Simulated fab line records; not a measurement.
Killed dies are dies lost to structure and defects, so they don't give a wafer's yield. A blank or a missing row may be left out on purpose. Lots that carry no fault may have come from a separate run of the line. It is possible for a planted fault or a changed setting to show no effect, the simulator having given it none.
Which tool is to blame?    flow nandHarc    33 wafers from 11 lots sampled at 5 of the route's 1302 steps

WHAT THE GAUGES SHOWED, per wafer
NHARC_END_SORT_01.
lot   measured      on         killedAtArray
L185  day 33 12:59  prober-02  672 41 42

WHAT TOOL EACH LOT RAN ON (gives the tool, then ch and the chambers of the sampled wafers, and finally the start)
lot   NHARC_A_STAIRCASE_STRIP_171          NHARC_A_STAIRCASE_TRIM_14          NHARC_A_STAIRCASE_ETCH_15                   NHARC_A_STAIRCASE_TRIM_24
L165  plasmaAsher-02 ch 1, day 15 22:51    rieDiel-05 ch 0,1,2, day 16 00:34  rieDiel-05 ch 0,1,3, no start               rieDiel-05 ch 0,1,3, no start
L164  plasmaAsher-01 ch 0,1, day 15 23:03  rieDiel-13 ch 0,1,3, day 16 00:51  rieDiel-13 ch 0,2,3, no start               rieDiel-13 ch 0,2,3, no start
L168  plasmaAsher-02 ch 0,1, day 17 19:46  rieDiel-07 ch 0,2, day 17 21:47    rieDiel-07 ch 2,3, no start                 rieDiel-07 ch 0,2,3, no start
L170  plasmaAsher-01 ch 0,1, day 18 21:01  rieDiel-07 ch 0,1, day 18 22:49    rieDiel-07 ch 1,2,3, no start               rieDiel-05 ch 1,3, no start
L172  plasmaAsher-01 ch 0,1, day 19 08:05  rieDiel-05 ch 0,1,2, day 19 09:53  rieDiel-05 ch 0,1,2, no start               rieDiel-07 ch 1,3, no start
L171  plasmaAsher-02 ch 0,1, day 19 08:09  rieDiel-13 ch 0,1,3, day 19 09:53  rieDiel-13 ch 2,3, no start                 rieDiel-13 ch 0,1, no start
L173  plasmaAsher-01 ch 0,1, day 20 01:43  rieDiel-05 ch 0,2, day 20 03:20    rieDiel-05 ch 0,2,3, no start               rieDiel-13 ch 0,1,3, no start
L174  plasmaAsher-02 ch 0,1, day 20 01:52  rieDiel-13 ch 0,3, day 20 03:36    rieDiel-13 ch 2,3, no start                 rieDiel-13 ch 0,3, no start
L175  plasmaAsher-01 ch 0,1, day 20 15:09  rieDiel-05 ch 1,3, day 20 16:58    rieDiel-05 ch 1,3, no start                 rieDiel-13 ch 0,1, no start
L185  plasmaAsher-01 ch 0,1, day 24 16:09  rieDiel-05 ch 0,1,3, day 24 18:00  rieDiel-05 ch 2,3, day 33 12:59 or earlier  rieDiel-05 ch 0,2,3, day 33 12:59 or earlier
L186  plasmaAsher-01 ch 0, day 25 13:56    rieDiel-13 ch 2,3, day 25 15:37    rieDiel-13 ch 0,3, no start                 rieDiel-07 ch 0,1,3, no start
- NHARC_A_STAIRCASE_STRIP_171: strips in O2.
- NHARC_A_STAIRCASE_TRIM_14: chemistry O2, time 211.2 s.
- NHARC_A_STAIRCASE_ETCH_15: etches the open film in C4F8/O2, target depth 100 nm, time 40.5 s.
- NHARC_A_STAIRCASE_TRIM_24: chemistry O2, time 211.2 s.

THE ANSWER, worked out from the rows above alone
Rule: the lots themselves supply what counts as usual. The widest of any qualifying gaps counts: lots, ordered by their means at a reading, are off when they make up no more than a third of the lots, leave a main group of 4 or more, and stand apart from it by 3 or more times the standard deviation of that group's means. A main group is skipped when, at the precision printed for the reading in the tables above, its means are all equal. Also off: a lot with no number at a reading for which 4 or more lots have one. Any other lot the step has rows for is counted as sound.
No lot is off on any of the readings shown, so nothing can be concluded from this.

WHAT THE SIMULATOR HAD INSERTED
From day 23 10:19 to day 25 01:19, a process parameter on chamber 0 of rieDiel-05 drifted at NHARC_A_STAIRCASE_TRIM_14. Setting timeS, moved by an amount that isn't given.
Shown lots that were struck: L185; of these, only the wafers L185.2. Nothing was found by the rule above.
